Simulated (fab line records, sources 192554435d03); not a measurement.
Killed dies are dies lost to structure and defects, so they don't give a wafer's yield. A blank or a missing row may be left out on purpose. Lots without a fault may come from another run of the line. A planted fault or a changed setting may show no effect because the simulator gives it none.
Problem report in the 8D (eight disciplines) form, filled by code | flow n5_finfet | the parts of the form that need people (team, actions taken, sign-off) are left out

1. THE PROBLEM
bias_w at N5_PMOS_HMC_CHANNEL_EPI_ETCH_32 reads a mean of 170.8 W on 9 wafers of 3 lots; wafers without a fault read 150.0 W with a standard deviation of 0.49. That is +43 standard deviations from the usual mean.
The step: etches BARC in N2/H2, stops on SiO2, target depth 85.8 nm, time 50.3 s.
First seen on wafer L588.3, day 4 05:53, on rie_diel-01. The record holds 21 wafers of 7 lots with a number at this step. Rule for "out", or "out of limits": more than 4 standard deviations from the usual mean. The other wafers with a number count as sound.

2. WHAT IT IS AND WHAT IT IS NOT
question                    | is                     | is not
which readings at this step | bias_w, rf_vpp_V       | drypump_motor_current_A, oes_product_au, showerhead_plenum_p_Torr, throttle_valve_pct
which lots                  | L588, L589, L590       | L584, L587, L597, L598
which wafers of those lots  | all that have a number | -
read on which tools         | rie_diel-01            | rie_diel-05
when                        | from day 4 05:53       | up to then (6 sound wafers); but 6 sound wafers of L597, L598 came after

3. SUSPECTS, AND WHAT RULES EACH OUT
Counting: a tool at a process step up to the reading stays a suspect if it ran every lot that is out and no sound lot after the first of them.
- rie_diel-01 at N5_PMOS_HMC_CHANNEL_EPI_DESCUM_14 (chemistry O2, time 7.9 s): kept. It ran every lot that is out, first L588 (day 4 05:50), and no sound lot after that; its last sound lot up to then is L587 (day 3 23:52).
- rie_diel-01 at N5_PMOS_HMC_CHANNEL_EPI_ETCH_32 (etches BARC in N2/H2, stops on SiO2, target depth 85.8 nm, time 50.3 s): kept. It ran every lot that is out, first L588 (day 4 05:53), and no sound lot after that; its last sound lot up to then is L587 (day 3 23:54). Its own readings are out on those wafers: bias_w, rf_vpp_V.
Left after counting: rie_diel-01 at N5_PMOS_HMC_CHANNEL_EPI_DESCUM_14, rie_diel-01 at N5_PMOS_HMC_CHANNEL_EPI_ETCH_32.

4. THE CAUSE (what the simulator had put in)
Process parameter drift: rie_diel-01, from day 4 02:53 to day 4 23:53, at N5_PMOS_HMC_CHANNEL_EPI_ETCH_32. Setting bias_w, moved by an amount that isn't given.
Counting left 2 suspects, and this tool is among them.

5. THE CHAIN OF EFFECTS, in route order
Each row: a reading whose mean over the struck wafers that have a number lies more than 3 standard deviations from the usual. Only readings for which the record gives a usual standard deviation are gone through. hours: the time from each lot's start at the first step in this table that gives one to its start at this step, as a median over the lots. sigmas: the change in usual standard deviations.
hours | step                            | reading  | usual   | on struck wafers | change | sigmas
0     | N5_PMOS_HMC_CHANNEL_EPI_ETCH_32 | bias_w   | 150.0 W | 170.8            | +20.8  | +43
0     | N5_PMOS_HMC_CHANNEL_EPI_ETCH_32 | rf_vpp_V | 523.2 V | 568.3            | +45.1  | +17
The process steps in it:
- N5_PMOS_HMC_CHANNEL_EPI_ETCH_32: etches BARC in N2/H2, stops on SiO2, target depth 85.8 nm, time 50.3 s.
Later measuring or inspecting steps at which every struck wafer that the step has a row for has a number for every such reading, and none has moved that far: N5_BEOL_M4_RC_MEAS_101.

6. WHAT WOULD HAVE CAUGHT IT SOONER
In this record the first reading out of limits was taken at day 4 05:53, 3 hours after the fault began at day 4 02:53.
